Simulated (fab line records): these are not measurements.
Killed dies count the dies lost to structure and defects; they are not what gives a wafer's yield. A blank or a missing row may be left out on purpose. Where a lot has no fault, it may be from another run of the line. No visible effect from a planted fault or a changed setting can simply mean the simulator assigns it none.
The tool behind it: which one? | flow n5Finfet | Sampling: 9 lots, 27 wafers, 2 of 1938 route steps

== WHAT THE GAUGES READ, wafer by wafer ==
N5_BEOL_M2_INSPECT_30: inspects for defects (brightfield).
lot  | measured     | on               | rawDefectCount
L075 | day 7 05:11  | defectInspect-02 | 270 308 406
L077 | day 7 12:01  | defectInspect-02 | 411 328 338
L081 | day 8 15:00  | defectInspect-02 | 408 424 473
L085 | day 9 11:01  | defectInspect-01 | 465 496 483
L087 | day 9 21:01  | defectInspect-02 | 455 474 289
L089 | day 10 09:16 | defectInspect-02 | 361 280 279
L091 | day 10 19:17 | defectInspect-01 | 400 347 271
L094 | day 11 09:02 | defectInspect-02 | 577 498 615
L096 | day 12 01:11 | defectInspect-01 | 341 262 296

== EACH LOT AND THE TOOL THAT RAN IT (in order: tool; ch and the chambers of the sampled wafers; start) ==
lot  | N5_BEOL_M2_DESCUM_16
L075 | rieDiel-04 ch 0,2,3, day 7 04:13
L077 | rieDiel-05 ch 0,1, day 7 10:58
L081 | rieDiel-05 ch 2,3, day 8 13:58
L085 | rieDiel-04 ch 2,3, day 9 09:55
L087 | rieDiel-05 ch 0,3, day 9 20:04
L089 | rieDiel-05 ch 0,2,3, day 10 08:26
L091 | rieDiel-04 ch 1,2,3, day 10 18:27
L094 | rieDiel-04 ch 2,3, day 11 08:04
L096 | rieDiel-04 ch 0,1,2, day 12 00:10
- N5_BEOL_M2_DESCUM_16: chemistry O2, time 7 s.

== THE ANSWER, worked out from the rows above alone ==
Rule: usual is defined by the lots themselves. Put in order of their means at a reading, lots are off if they are a third of the lots or fewer, leave a main group of 4 or more, and stand apart from it by a gap of 3 or more times the standard deviation of the main group's means; of several such gaps the widest counts. The tables above print the reading to a certain number of digits; a main group whose means all agree to those digits is not used. Also off: a lot with no number at a reading for which 4 or more lots have one. The other lots that the step has rows for count as sound.
None of the lots is off at any reading shown; this tells nothing.

== WHAT HAD BEEN PUT IN BY THE SIMULATOR ==
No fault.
